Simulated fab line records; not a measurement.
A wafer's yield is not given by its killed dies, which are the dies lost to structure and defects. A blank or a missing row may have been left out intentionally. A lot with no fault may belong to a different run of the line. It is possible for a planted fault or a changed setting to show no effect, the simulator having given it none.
Comparing a struck lot with a sound one | flow n5 finfet | 13 out of 1938 route steps
Sound: the wafers L909.1, L909.3, L909.5. Wafers L926.1, L926.2, L926.4 were the ones struck. Last of all comes the cause.
For every step that has rows: the tool of each side, followed by ch and its chambers, followed by its first start. Under that, the readings that differ: sound wafers | struck wafers | difference of the means | sigmas: that difference in standard deviations of wafers without a fault.
alike: readings with means less than 2 such deviations apart, plus words and numbers identical on both sides. not compared: withheld readings, readings lacking a value on some wafer, bounds such as >300 that could conceal the same value, and numbers that have no deviation in the record and whose values overlap.
The two part at a step that has a row with sigmas, a row that says differs or no value, or rows on one side only. Numbers that have no deviation but don't overlap get no sigmas and don't part them. A reading missing from all wafers of one side parts the sides only when that side holds two or more wafers.

first, 5 steps without rows for these wafers: N5_BEOL_M15_SOFTBAKE_23 (time 60 s); N5_BEOL_M15_EXPOSE_25 (exposes mask M15, target cd 400 nm); N5_BEOL_M15_PEB_26 (peb time 90 s); N5_BEOL_M15_DEVELOP_27 (develop time 45 s); N5_BEOL_M15_HARDBAKE_32 (time 120 s).
N5_BEOL_M15_CD_MEAS_28: target cd 407.6 nm.
  sound on cd sem-02 ch 0, day 11 03:30; struck on cd sem-03 ch 0, day 17 23:40
  alike: cd nm
N5_BEOL_M15_OVL_MEAS_29:
  sound on overlay-01 ch 0, day 11 03:32; struck on overlay-02 ch 0, day 17 23:42
  alike: M15_OVL
N5_BEOL_M15_INSPECT_30: inspects for defects (macro).
  sound on defect inspect-01 at day 11 03:34; struck on defect inspect-01 at day 17 23:43
  alike: raw defect count
N5_BEOL_M15_DESCUM_33: chemistry O2, time 7.9 s.
  sound on rie diel-04 ch 0,1, day 11 03:44; struck on rie diel-04 ch 0,1,2, day 17 23:58
  alike: chamber pressure mTorr, drypump motor current A, oes product au, rf vpp V, showerhead plenum p Torr, throttle valve pct
  not compared: rf hours counter h
N5_BEOL_M15_ETCH_61: etches BARC in N2/H2, target depth 89 nm, overetch 26.7 nm, time 67.9 s.
  sound on rie diel-04 ch 0,1, day 11 03:47; struck on rie diel-04 ch 0,1,2, day 17 23:59
  alike: chamber pressure mTorr, drypump motor current A, oes product au, rf vpp V, showerhead plenum p Torr, throttle valve pct
  not compared: rf hours counter h
N5_BEOL_M15_TRENCH_ETCH_34: etches SiO2 in C4F8/O2/Ar, target depth 872.93 nm, time 199 s.
  sound on rie diel-04 ch 0,1, day 11 03:50; struck on rie diel-04 ch 0,1,2, day 18 00:02
  alike: chamber pressure mTorr, drypump motor current A, he outer torr, oes_f_703_au, oes product au, rf vpp V, showerhead plenum p Torr, throttle valve pct
  not compared: rf hours counter h
N5_BEOL_M15_STRIP_36: strips in O2.
  sound on rie diel-04 ch 0,1,2, day 11 04:07; struck on rie diel-03 ch 2,3, day 18 20:22
  no value came back on the struck wafers for any of 8 readings (bias power w (W), chamber pressure mTorr (mTorr) and others); on the sound wafers bias power w (W) reads 0 0 0
  reading                                    | sound | struck          | difference | sigmas
  model.coat_of_BEOL_M15_COAT_22.thk nm (nm) | 0 0 0 | 536.4 534.6 536 | +535.7     |
  not compared: rf hours counter h
N5_BEOL_M15_STRIP_62: strips in O2.
  sound on rie diel-04 ch 0,1,2; struck on rie diel-03 ch 2,3, day 18 20:25
  alike: chamber pressure mTorr, drypump motor current A, oes product au, rf vpp V, showerhead plenum p Torr, throttle valve pct
  not compared: rf hours counter h

WHERE THEY PART
N5_BEOL_M15_STRIP_36 only, going by this record. Later steps at which nothing parts them and some readings are alike: N5_BEOL_M15_STRIP_62.

WHY: what the simulator had put in
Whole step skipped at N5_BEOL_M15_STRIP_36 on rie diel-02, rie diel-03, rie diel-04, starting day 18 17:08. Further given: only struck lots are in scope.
